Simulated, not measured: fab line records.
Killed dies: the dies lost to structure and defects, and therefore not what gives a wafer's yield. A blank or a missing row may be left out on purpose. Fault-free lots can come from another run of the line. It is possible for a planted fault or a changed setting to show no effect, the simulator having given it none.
Struck lot and sound lot, side by side || flow n5-finfet || 15 out of 1938 route steps
Sound: these wafers, L354.2, L354.3, L354.5. Struck: wafer L360.1; the same lot's L360.3 was not struck, so it is left out; see the end for the cause.
For every step that has rows: the tool of each side, followed by ch and its chambers, followed by its first start. Under that, the readings that differ: sound wafers || struck wafers || difference of the means || sigmas: that difference in standard deviations of wafers without a fault.
alike: words and numbers the same on both sides, and readings whose means are apart by under 2 such deviations; not compared: readings that were withheld, readings missing a value for some wafer, numbers with overlapping values and no deviation given by the record, and bounds like >300 which may hide the same value.
A row with sigmas, a row that says differs or no value, or rows on one side alone: a step with any of these is where the two part. Non-overlapping numbers with no deviation appear without sigmas and do not part them. Lack of a reading on every wafer of one side parts them only where that side has two or more wafers.

N5_BEOL_M15_ANNEAL_48: time 90 s.
  sound on rtp-anneal-01 ch 0, day 15 00:32; struck on rtp-anneal-01 ch 0, day 16 11:52
  alike: wafer_temp_C_max
N5_BEOL_M15_CMP_49: polishes, stops on SiO2, t overpolish 4.9 s, target thk 850 nm.
  sound on cmp-02 ch 1,3, day 15 00:47; struck on cmp-02 ch 2, day 16 12:10
{"reading": "overpolish-run-s (s)", "sound": "4.894 4.893 4.900", "struck": 4.914, "difference": "+0.018", "sigmas": "+2"}
  alike: barrier-field-endpoint-s, motor-current-A
N5_BEOL_M15_THK_MEAS_50: measures by xrf.
  sound on film-metro-02 at day 15 01:05; struck on film-metro-01 at day 16 12:27
  alike: M15_THK
then, 2 steps without rows for these wafers: N5_BEOL_M15_PRE_CLEAN_52 (time 15 s); N5_BEOL_M15_DEP_53 (deposits SiCN from 3MS/NH3, target thk 50 nm, time 17.8 s).
N5_BEOL_M15_RS_MEAS_54: a four-point-probe measurement.
  sound on film-metro-02 at day 15 01:13; struck on film-metro-01 at day 16 12:35
  alike: M15_RS
N5_BEOL_M15_INSPECT_55: inspects for defects (darkfield).
  sound on defect-inspect-02 at day 15 01:14; struck on defect-inspect-01 at day 16 12:37
  alike: raw-defect-count
N5_BEOL_M15_RC_MEAS_101:
  sound on prober-02 ch 0, day 15 01:25; struck on prober-01 ch 0, day 16 12:38
{"reading": "SERP_M7 (ohm/um)", "sound": "14.2 14.9 13.5", "struck": 12.2, "difference": -2.0, "sigmas": -3}
  alike: COMB_M10, COMB_M11, COMB_M12, COMB_M13, COMB_M14, COMB_M14_max_site, COMB_M15, COMB_M5, COMB_M6, COMB_M7, COMB_M8, COMB_M9, SERP_M10, SERP_M11, SERP_M12, SERP_M13, SERP_M14, SERP_M5, SERP_M6, SERP_M7_max_site, SERP_M8, SERP_M9
N5_PASSIVATION_PECVD_00: deposits SiO2 from SiH4/N2O, target thk 200 nm, time 11.2 s.
  sound on pecvd-03 ch 1,2, day 15 02:14; struck on pecvd-02 ch 0, day 16 13:36
  alike: heater-power-w, showerhead-plenum-p-Torr, throttle-valve-pct
N5_MIM_BOT_DEGAS_01: time 60 s.
  sound on pvd-sputter-01 at day 15 02:47; struck on pvd-sputter-02 at day 16 15:13
  alike: heater-power-w
N5_MIM_BOT_SPUTTER_00: material TiN, target thk 35 nm, time 89.7 s.
  sound on pvd-sputter-01 at day 15 02:49; struck on pvd-sputter-02 at day 16 15:16
  alike: throttle-valve-pct
then, 1 step without rows for these wafers: N5_MIM_TOP_ALD_00 (deposits Al2O3, purge time 3 s, co reactant pulse time 3 s).
N5_MIM_TOP_ALD_01: deposits HfO2, target thk 5.6 nm, pulse time 1 s, purge time 3 s.
  sound on ald-hk-01 ch 0,2,3, day 15 03:00; struck on ald-hk-01 ch 3, day 16 15:00
{"reading": "ald-cycles", "sound": "62 62 62", "struck": 59, "difference": -3, "sigmas": ""}
  alike: precursor-pulse-height-rel
then, 1 step without rows for these wafers: N5_MIM_TOP_ALD_02 (deposits Al2O3, purge time 3 s, co reactant pulse time 3 s).
N5_PASSIVATION_PROBE_49:
  sound on prober-01 at day 15 14:16; struck on prober-02 at day 17 08:15
{"reading": "defect-limited-yield (%)", "sound": "93.1 93.4 93.8", "struck": 90.5, "difference": -2.9, "sigmas": -2}
{"reading": "killed-dies", "sound": "81 78 73", "struck": 112, "difference": "+35", "sigmas": "+2"}
{"reading": "killed-open", "sound": "49 51 56", "struck": 78, "difference": "+26", "sigmas": "+2"}
{"reading": "sort_bin_5_function (%)", "sound": "4.3 4.0 3.6", "struck": 6.4, "difference": "+2.4", "sigmas": "+2"}
  alike: killed_at_M0_to_M3, killed_at_M4_up, killed-at-contacts, killed-at-front-end, killed-at-other, killed-short, sort_bin_4_leakage, sort_bin_6_memory, sort-n-pass, sort-yield-pct

WHERE THEY PART
Last at N5_PASSIVATION_PROBE_49 as far as this record goes, first at N5_BEOL_M15_CMP_49.

WHY: what the simulator had put in
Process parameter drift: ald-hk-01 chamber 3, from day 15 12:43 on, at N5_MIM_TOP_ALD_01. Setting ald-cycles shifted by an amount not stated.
